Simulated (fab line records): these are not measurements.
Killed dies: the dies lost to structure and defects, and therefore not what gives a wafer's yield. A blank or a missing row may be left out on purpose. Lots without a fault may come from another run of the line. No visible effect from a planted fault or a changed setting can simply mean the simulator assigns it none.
Struck lot and sound lot, side by side ; flow nand harc ; 13 out of 1302 route steps
Sound: wafers L998.2, L998.4, L998.6. Struck: wafer L999.3 (L999.2, L999.4, from the same lot, were not struck and are left out); the cause is given at the end.
Per side, at each step with rows, come the tool, then ch with its chambers, and then its first start. Under that, the readings that differ: sound wafers ; struck wafers ; difference of the means ; sigmas: that difference in standard deviations of wafers without a fault.
alike: a reading whose means differ by less than 2 such deviations, as well as words and numbers matching on both sides. not compared: withheld readings; readings where some wafer has no value; bounds like >300 that might hide an equal value; numbers whose values overlap and for which the record gives no deviation.
Wherever a step has rows on one side only, a row that says differs or no value, or a row with sigmas, the two part there. Numbers that don't overlap but have no deviation are shown without sigmas and don't part them. A reading that every wafer of one side lacks parts them only if that side has two wafers or more.

NHARC_A_CHANNEL_FILL_D2_ALD_16: deposits SiO2, target thk 1.5 nm, pulse time 10 s, ald cycles 15.
  sound on ald hk-03 ch 1,3, day 19 03:01; struck on ald hk-03 ch 2, day 19 02:51
  alike: heater power w, precursor pulse height rel
  not compared: since wet clean h
then, 2 steps without rows for these wafers: NHARC_A_CHANNEL_FILL_D2_ANNEAL_17 (time 1800 s); NHARC_A_CHANNEL_FILL_D2_CVD_18 (deposits poly-Si, target thk 3 nm).
NHARC_A_CHANNEL_FILL_D2_ETCHBACK_19: etches the open film in HBr/Cl2, target depth 5 nm, time 1.7 s.
  sound on rie si-04 ch 0,1,3, day 19 14:17; struck on rie si-02 ch 3, day 19 14:17
reading;sound;struck;difference;sigmas
drypump motor current A (A);5.1 5.6 4.9;6.4;+1.2;+2
  alike: hbr flow sccm, he backside leak sccm, oes product au, rf fwd power W, throttle valve pct
  not compared: rf hours counter h
NHARC_A_CHANNEL_FILL_D2_ETCHBACK_20: etches the open film in C4F8/O2/Ar, target depth 27 nm, time 13.5 s.
  sound on rie diel-05 ch 0,2, day 19 14:25; struck on rie diel-03 ch 3, day 19 14:25
reading;sound;struck;difference;sigmas
rf fwd power W (W);586.6 589.8 591.9;596.1;+6.7;+2
  alike: oes product au, rf vpp V, run length s
  not compared: rf hours counter h
NHARC_A_CHANNEL_FILL_D2_STRIP_28: strips in O2, time 20 s.
  sound on rie diel-05 ch 0,2,3, day 19 14:30; struck on rie diel-03 ch 1, day 19 14:31
  alike: drypump motor current A, oes product au, rf vpp V, showerhead plenum p Torr, throttle valve pct
  not compared: rf hours counter h
then, 4 steps without rows for these wafers: NHARC_A_CHANNEL_FILL_D2_PRECLEAN_21 (cleans in dHF, time 30 s); NHARC_A_CHANNEL_FILL_D2_SRD_23; NHARC_A_CHANNEL_FILL_D2_CVD_05 (deposits poly-Si, target thk 5 nm); NHARC_A_CHANNEL_FILL_D2_ANNEAL_22 (time 7200 s).
NHARC_A_CHANNEL_FILL_D2_ALD_25: deposits SiOx, target thk 60 nm, pulse time 10 s, ald cycles 600.
  sound on ald hk-04 ch 1,2,3, day 20 02:22; struck on ald hk-02 ch 1, day 20 02:22
  alike: heater power w, precursor pulse height rel
  not compared: since wet clean h
NHARC_A_CHANNEL_FILL_D2_ETCHBACK_08: etches the open film in C4F8, target depth 220 nm, time 110 s.
  sound on rie diel-07 ch 0,1, day 20 07:59; struck on rie diel-05 ch 3, day 20 07:53
reading;sound;struck;difference;sigmas
run length s (s);131.5 131.8 131.7;192.2;+60.5;+99 or more
  alike: oes product au, rf fwd power W, rf vpp V
  not compared: rf hours counter h
then, 1 step without rows for these wafers: NHARC_A_CHANNEL_FILL_D2_STRIP_29 (strips in O2, time 20 s).

## WHERE THEY PART
At NHARC_A_CHANNEL_FILL_D2_ETCHBACK_19 first; at NHARC_A_CHANNEL_FILL_D2_ETCHBACK_08 last (within this record only).

WHY: what had been put in by the simulator
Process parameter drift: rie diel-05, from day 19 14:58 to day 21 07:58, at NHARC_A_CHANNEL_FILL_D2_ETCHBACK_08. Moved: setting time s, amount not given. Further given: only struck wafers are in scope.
